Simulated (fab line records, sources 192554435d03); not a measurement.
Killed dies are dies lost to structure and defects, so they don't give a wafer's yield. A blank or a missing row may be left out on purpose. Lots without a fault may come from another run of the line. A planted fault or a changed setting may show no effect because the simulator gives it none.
Which tool did it? | flow n5_finfet | 24 lots, 72 wafers sampled, at 4 steps of a route of 1938

WHAT THE GAUGES READ, wafer by wafer
N5_BEOL_M5_CD_MEAS_18: pitch 56 nm, target cd 28 nm. Usual: cd_nm 28.1 nm, standard deviation 0.37.
lot  | measured     | on        | cd_nm (nm)     | flag
L074 | day 7 16:06  | cd_sem-02 | 27.8 28.5 27.5 |
L075 | day 7 19:47  | cd_sem-01 | 28.1 27.7 27.3 |
L076 | day 7 21:41  | cd_sem-03 | 27.4 28.3 28.4 |
L077 | day 8 14:36  | cd_sem-03 | 28.2 27.6 28.4 |
L078 | day 8 20:25  | cd_sem-02 | 28.8 28.6 28.1 |
L079 | day 9 00:27  | cd_sem-03 | 28.6 28.0 28.1 |
L080 | day 9 04:40  | cd_sem-02 | 28.0 28.1 27.8 |
L081 | day 9 15:19  | cd_sem-03 | 27.6 28.1 27.7 |
L083 | day 9 17:53  | cd_sem-03 | 27.8 28.0 28.4 |
L082 | day 9 20:59  | cd_sem-03 | 28.0 27.8 28.2 |
L084 | day 9 22:28  | cd_sem-02 | 27.5 27.6 27.7 |
L085 | day 10 09:33 | cd_sem-01 | 28.1 28.1 28.0 |
L086 | day 10 20:25 | cd_sem-03 | 28.2 27.8 28.3 |
L087 | day 10 23:10 | cd_sem-02 | 28.0 28.4 28.2 |
L090 | day 11 10:14 | cd_sem-01 | 28.0 27.9 27.5 |
L088 | day 11 10:24 | cd_sem-02 | 28.4 27.8 27.8 |
L091 | day 11 18:54 | cd_sem-02 | 27.8 28.4 28.0 |
L089 | day 11 20:01 | cd_sem-01 | 28.2 29.0 28.3 |
L092 | day 12 01:00 | cd_sem-02 | 28.1 28.4 28.0 |
L093 | day 12 08:26 | cd_sem-02 | 28.0 28.3 28.7 |
L094 | day 12 12:20 | cd_sem-01 | 28.0 27.7 27.7 |
L095 | day 12 20:34 | cd_sem-03 | 27.9 28.2 27.7 |
L096 | day 13 11:10 | cd_sem-02 | 28.1 28.2 28.2 |
L097 | day 14 01:16 | cd_sem-03 | 28.3 28.2 28.3 |

N5_BEOL_M5_CD_MEAS_35: target cd 28 nm, target cd y 24 nm. Usual: cd_nm 28.0 nm, standard deviation 0.36.
lot  | measured     | on        | cd_nm (nm)     | flag
L074 | day 7 18:41  | cd_sem-03 | 27.9 28.1 27.9 |
L075 | day 7 20:56  | cd_sem-01 | 27.8 27.7 27.8 |
L076 | day 8 00:28  | cd_sem-01 | 28.1 28.8 28.5 |
L077 | day 8 15:37  | cd_sem-01 | 28.7 27.9 28.3 |
L078 | day 8 21:33  | cd_sem-01 | 28.6 28.9 28.3 |
L079 | day 9 02:15  | cd_sem-01 | 28.2 28.4 28.1 |
L080 | day 9 07:58  | cd_sem-02 | 27.0 27.8 28.0 |
L081 | day 9 16:23  | cd_sem-02 | 27.8 27.6 27.4 |
L083 | day 9 19:37  | cd_sem-03 | 28.1 28.1 28.0 |
L082 | day 9 22:07  | cd_sem-03 | 27.9 28.2 28.1 |
L084 | day 10 01:44 | cd_sem-01 | 27.2 27.1 27.7 |
L085 | day 10 10:34 | cd_sem-03 | 28.1 27.9 27.5 |
L086 | day 10 21:25 | cd_sem-03 | 27.9 28.1 28.0 |
L087 | day 11 01:35 | cd_sem-02 | 28.1 28.3 28.7 |
L090 | day 11 11:19 | cd_sem-02 | 28.0 28.1 27.7 |
L088 | day 11 11:43 | cd_sem-03 | 28.1 27.4 27.6 |
L091 | day 11 20:02 | cd_sem-03 | 27.9 28.1 27.9 |
L089 | day 11 21:05 | cd_sem-01 | 27.9 28.3 28.2 |
L092 | day 12 02:01 | cd_sem-03 | 28.2 27.8 27.9 |
L093 | day 12 09:34 | cd_sem-02 | 28.4 28.0 28.4 |
L094 | day 12 13:58 | cd_sem-01 | 27.7 28.1 27.7 |
L095 | day 12 21:47 | cd_sem-02 | 28.0 28.1 28.1 |
L096 | day 13 12:11 | cd_sem-01 | 27.9 28.5 28.1 |
L097 | day 14 02:23 | cd_sem-01 | 28.3 28.0 28.4 |

WHICH TOOL RAN EACH LOT (tool, then ch and the chambers of the sampled wafers, then the start)
lot  | N5_BEOL_M4_ANNEAL_91         | N5_BEOL_M4_ANNEAL_93
L074 | pvd_sputter-02, day 7 11:08  | pvd_sputter-02, day 7 11:22
L075 | pvd_sputter-01, day 7 13:58  | pvd_sputter-01, day 7 14:11
L076 | pvd_sputter-01, day 7 17:25  | pvd_sputter-01, day 7 17:38
L077 | pvd_sputter-01, day 8 10:02  | pvd_sputter-01, day 8 10:15
L078 | pvd_sputter-03, day 8 15:08  | pvd_sputter-03, day 8 15:22
L079 | pvd_sputter-02, day 8 17:56  | pvd_sputter-02, day 8 18:10
L080 | pvd_sputter-01, day 8 23:08  | pvd_sputter-01, day 8 23:21
L081 | pvd_sputter-02, day 9 11:00  | pvd_sputter-02, day 9 11:13
L083 | pvd_sputter-03, day 9 12:28  | pvd_sputter-03, day 9 12:41
L082 | pvd_sputter-03, day 9 15:25  | pvd_sputter-03, day 9 15:38
L084 | pvd_sputter-02, day 9 16:02  | pvd_sputter-02, day 9 16:16
L085 | pvd_sputter-01, day 10 04:34 | pvd_sputter-01, day 10 04:47
L086 | pvd_sputter-01, day 10 11:35 | pvd_sputter-01, day 10 11:49
L087 | pvd_sputter-03, day 10 18:38 | pvd_sputter-03, day 10 18:51
L090 | pvd_sputter-03, day 11 03:46 | pvd_sputter-03, day 11 03:59
L088 | pvd_sputter-01, day 11 03:58 | pvd_sputter-01, day 11 04:11
L091 | pvd_sputter-02, day 11 12:07 | pvd_sputter-02, day 11 12:20
L089 | pvd_sputter-03, day 11 14:55 | pvd_sputter-03, day 11 15:10
L092 | pvd_sputter-02, day 11 19:59 | pvd_sputter-02, day 11 20:13
L093 | pvd_sputter-03, day 12 02:54 | pvd_sputter-03, day 12 03:07
L094 | pvd_sputter-02, day 12 07:31 | pvd_sputter-02, day 12 07:44
L095 | pvd_sputter-02, day 12 14:46 | pvd_sputter-02, day 12 14:59
L096 | pvd_sputter-02, day 13 05:38 | pvd_sputter-02, day 13 05:51
L097 | pvd_sputter-02, day 13 08:10 | pvd_sputter-02, day 13 08:23
- N5_BEOL_M4_ANNEAL_91: time 240 s.
- N5_BEOL_M4_ANNEAL_93: time 240 s.

WHAT THE TOOLS THEMSELVES READ (means of the sampled wafers that have a number; where no wafer has one, the mark that the record gives instead)
N5_BEOL_M4_ANNEAL_91. Usual: heater_power_w 820 W, standard deviation 58.
lot  | tool           | heater_power_w (W) | flag
L074 | pvd_sputter-02 | 815                |
L075 | pvd_sputter-01 | 846                |
L076 | pvd_sputter-01 | 875                |
L077 | pvd_sputter-01 | 895                |
L078 | pvd_sputter-03 | 855                |
L079 | pvd_sputter-02 | 797                |
L080 | pvd_sputter-01 | 806                |
L081 | pvd_sputter-02 | 801                |
L083 | pvd_sputter-03 | 887                |
L082 | pvd_sputter-03 | 836                |
L084 | pvd_sputter-02 | 805                |
L085 | pvd_sputter-01 | 758                |
L086 | pvd_sputter-01 | 868                |
L087 | pvd_sputter-03 | 822                |
L090 | pvd_sputter-03 | 811                |
L088 | pvd_sputter-01 | 809                |
L091 | pvd_sputter-02 | 798                |
L089 | pvd_sputter-03 | 856                |
L092 | pvd_sputter-02 | 781                |
L093 | pvd_sputter-03 | 833                |
L094 | pvd_sputter-02 | 759                |
L095 | pvd_sputter-02 | 812                |
L096 | pvd_sputter-02 | 759                |
L097 | pvd_sputter-02 | 769                |

N5_BEOL_M4_ANNEAL_93. Usual: heater_power_w 820 W, standard deviation 58.
lot  | tool           | heater_power_w (W) | flag
L074 | pvd_sputter-02 | 815                |
L075 | pvd_sputter-01 | 826                |
L076 | pvd_sputter-01 | 850                |
L077 | pvd_sputter-01 | 880                |
L078 | pvd_sputter-03 | 849                |
L079 | pvd_sputter-02 | 794                |
L080 | pvd_sputter-01 | 815                |
L081 | pvd_sputter-02 | 800                |
L083 | pvd_sputter-03 | 864                |
L082 | pvd_sputter-03 | 833                |
L084 | pvd_sputter-02 | 791                |
L085 | pvd_sputter-01 | 757                |
L086 | pvd_sputter-01 | 851                |
L087 | pvd_sputter-03 | 813                |
L090 | pvd_sputter-03 | 824                |
L088 | pvd_sputter-01 | 813                |
L091 | pvd_sputter-02 | 801                |
L089 | pvd_sputter-03 | 856                |
L092 | pvd_sputter-02 | 781                |
L093 | pvd_sputter-03 | 849                |
L094 | pvd_sputter-02 | 767                |
L095 | pvd_sputter-02 | 836                |
L096 | pvd_sputter-02 | 779                |
L097 | pvd_sputter-02 | 769                |

THE ANSWER, worked out from the rows above alone
Rule: a lot is off if the mean of its wafers that have a number lies more than 3 standard deviations from the usual mean. A lot without any number at a reading at which 4 lots or more have one is off too. The other lots that the step has rows for count as sound. The gauges are gone through in route order, then the tools' own readings, and for those a lot's mean is taken as printed above. The first step at which some lot is off is used, and at that step the reading that is off furthest; a lot without a number counts as furthest.
No lot is off at any reading shown: from this, nothing can be told.

WHAT THE SIMULATOR HAD PUT IN
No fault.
